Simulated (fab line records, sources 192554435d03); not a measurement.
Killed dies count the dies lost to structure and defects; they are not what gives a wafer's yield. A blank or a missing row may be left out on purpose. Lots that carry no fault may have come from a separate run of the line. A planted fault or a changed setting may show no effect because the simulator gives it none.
Lot-split experiment + flow n5 finfet + 21 wafers read across 7 lots, on a route 1938 steps long

THE SPLIT
At N5_GATE_CUT_DESCUM_18 (chemistry O2, time 7 s), the setting time s was moved away from the recipe's 7 s on 7 of the 21 wafers read, by -20.3% to +12.1%. For the rest of the wafers, this setting stayed at what the recipe calls for.

Reading taken at the split's own step.

THE READING
CAR-EUV_of_GATE_CUT_COAT_07.thk nm (the simulator's own value, which no gauge read), in nm, at N5_GATE_CUT_DESCUM_18 (chemistry O2, time 7 s). The file does not state a usual value for it. Here, 14 wafers ran the recipe; their average is 26.1 nm with a standard deviation of 0.099 nm.

| wafer  | tool, chamber at the split | time s as run, s | against the recipe | CAR-EUV_of_GATE_CUT_COAT_07.thk nm, nm | against lot-mates on the recipe |
|--------|----------------------------|------------------|--------------------|----------------------------------------|---------------------------------|
| L079.1 | rie diel-05, 3             | 5.582            | -20.3%             | 27                                     | no lot-mate on the recipe       |
| L079.2 | rie diel-05, 2,0           | 5.582            | -20.3%             | 26.8                                   | no lot-mate on the recipe       |
| L079.3 | rie diel-05, 2,0           | 5.582            | -20.3%             | 26.8                                   | no lot-mate on the recipe       |
| L080.3 | rie diel-03, 1             | 6.474            | -7.5%              | 26.4                                   | +0.4                            |
| L080.6 | rie diel-03, 1             | 6.474            | -7.5%              | 26.4                                   | +0.4                            |
| L080.4 | rie diel-03, 3             | 7                | recipe             | 26                                     | -                               |
| L081.1 | rie diel-03, 3             | 6.224            | -11.1%             | 26.4                                   | +0.4                            |
| L081.4 | rie diel-03, 3,1           | 7                | recipe             | 26                                     | -                               |
| L081.6 | rie diel-03, 3,1           | 7                | recipe             | 26                                     | -                               |
| L082.2 | rie diel-03, 1             | 7.849            | +12.1%             | 25.6                                   | -0.6                            |
| L082.3 | rie diel-03, 2             | 7                | recipe             | 26.2                                   | -                               |
| L082.4 | rie diel-03, 2             | 7                | recipe             | 26.2                                   | -                               |
| L088.3 | rie diel-03, 2,3           | 7                | recipe             | 26                                     | -                               |
| L088.6 | rie diel-03, 2,3           | 7                | recipe             | 26                                     | -                               |
| L088.4 | rie diel-03, 1             | 7                | recipe             | 26.2                                   | -                               |
| L096.1 | rie diel-05, 1,3,2         | 7                | recipe             | 26.2                                   | -                               |
| L096.5 | rie diel-05, 1,3,2         | 7                | recipe             | 26.2                                   | -                               |
| L096.6 | rie diel-05, 1,3,2         | 7                | recipe             | 26.2                                   | -                               |
| L097.4 | rie diel-06, 3,2           | 7                | recipe             | 26.2                                   | -                               |
| L097.5 | rie diel-06, 3,2           | 7                | recipe             | 26.2                                   | -                               |
| L097.6 | rie diel-06, 1             | 7                | recipe             | 26                                     | -                               |
When a row names more than one chamber, that row covers several wafers, and the file does not tell which wafer ran in which chamber.

FIT RESULTS
A straight line over all 21 wafers: CAR-EUV_of_GATE_CUT_COAT_07.thk nm changes by -0.0372 nm for each +1% of time s; r = -0.95; the points scatter about the line by 0.098 nm.
The same after taking each lot's own level away (the mean of its wafers on the recipe; 18 wafers): -0.0464 nm for each +1%; r = -0.96; scatter 0.068 nm.
That fit puts the effect of the largest move of time s on the reading at 0.94 nm.
The span of the lots' own levels, 26.00 to 26.20 nm, comes to 2.0 times the standard deviation stated above.
So the slope is not independent of the lot-to-lot level: the two fits are not the same.
Check: for one of the wafers moved furthest among these (+12.1%), held out of the fit, the line's prediction against its lot-mates is -0.53 nm. It came out at -0.6 nm against them.

ADDITIONAL SPLITS CARRIED BY THESE WAFERS
Before the reading, these wafers also passed through other splits. Each is held against what the fit with the lots' levels taken away leaves over:
| other split on the same wafers | wafers away from the commonest value | r with CAR-EUV_of_GATE_CUT_COAT_07.thk nm (lot level and that fit taken away) |
|--------------------------------|--------------------------------------|-------------------------------------------------------------------------------|
| N5_HKMG_FIN_PEB_47 peb time s  | 6                                    | +0.01                                                                         |
| N5_GATE_CUT_COAT_27 spin rpm   | 8                                    | +0.05                                                                         |

THE FILE'S OWN FIT
CAR-EUV_of_GATE_CUT_COAT_07.thk nm changes by -0.0451 nm for each +1% of time s, r = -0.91.
